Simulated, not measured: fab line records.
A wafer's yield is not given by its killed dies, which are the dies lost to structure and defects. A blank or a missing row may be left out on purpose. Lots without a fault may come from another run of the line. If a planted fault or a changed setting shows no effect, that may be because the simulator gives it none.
Matching of chambers + flow nandHarc + NHARC_A_SGD_CUT_DEP_00 on pecvd-03 has 3 sister chambers
The step deposits SiNx, target thk 50 nm. 16 wafers are shown with their chamber, then 8 later ones without.

== WAFERS PAIRED WITH THEIR CHAMBERS ==
| wafer  | chamber | heaterPowerW (W) | susceptorTempC (C) |
|--------|---------|------------------|--------------------|
| L134.2 | 1       | 662              | 400.00             |
| L134.3 | 2       | 598              | 400.11             |
| L134.4 | 2       | 625              | 399.68             |
| L137.2 | 1       | 740              | 400.23             |
| L137.5 | 1       | 721              | 400.05             |
| L137.6 | 2       | 596              | 399.86             |
| L139.1 | 1       | 729              | 399.99             |
| L139.3 | 2       | 581              | 400.04             |
| L139.6 | 0       | 685              | 399.97             |
| L138.1 | 1       | 731              | 399.71             |
| L138.4 | 0       | 688              | 400.03             |
| L138.6 | 2       | 620              | 399.95             |
| L140.1 | 2       | 614              | 399.72             |
| L140.2 | 1       | 718              | 400.20             |
| L140.4 | 1       | 713              | 400.14             |
| L142.2 | 0       | 676              | 400.03             |

SIGNATURES (averages over the wafers above)
| reading        | chamber 0 | chamber 1 | chamber 2 | scatter within a chamber |
|----------------|-----------|-----------|-----------|--------------------------|
| heaterPowerW   | 683.00    | 716.29    | 605.67    | 20.4                     |
| susceptorTempC | 400.0100  | 400.0457  | 399.8933  | 0.161                    |
Rule: for a wafer and a chamber, the distance is found by dividing, reading by reading, the gap between the wafer's reading and the chamber's mean by the reading's scatter, squaring, summing and taking the root. If the next closest chamber is less than 2 further off than the closest, the wafer can't be placed; otherwise it belongs to the closest. The scatter: take each reading less its chamber's mean, square it, sum over the shown wafers, divide by the number of wafers less the number of chambers, and take the root.

== WAFERS MISSING THEIR CHAMBER ==
| wafer  | heaterPowerW (W) | susceptorTempC (C) |
|--------|------------------|--------------------|
| L142.3 | 637              | 399.85             |
| L142.5 | 640              | 399.95             |
| L148.1 | 779              | 399.82             |
| L148.3 | 681              | 400.15             |
| L150.1 | 657              | 399.99             |
| L150.4 | 695              | 400.01             |
| L151.1 | 725              | 400.10             |
| L151.6 | 792              | 400.03             |

== CHAMBER TAKEN BY EACH ==
| wafer  | from the rows above          | in truth |
|--------|------------------------------|----------|
| L142.3 | can't be placed: 2 or 0      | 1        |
| L142.5 | can't be placed: 2 or 0      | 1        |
| L148.1 | can't be placed: 1 or 0      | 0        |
| L148.3 | can't be placed: 0 or 1      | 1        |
| L150.1 | can't be placed: 0 or 2 or 1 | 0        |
| L150.4 | can't be placed: 0 or 1      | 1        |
| L151.1 | can't be placed: 1 or 0      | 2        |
| L151.6 | can't be placed: 1 or 0      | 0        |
Correctly placed: 0 of 8. These rows do not allow placing 8 (true chamber among the candidates in 5). Number placed wrongly: 0.
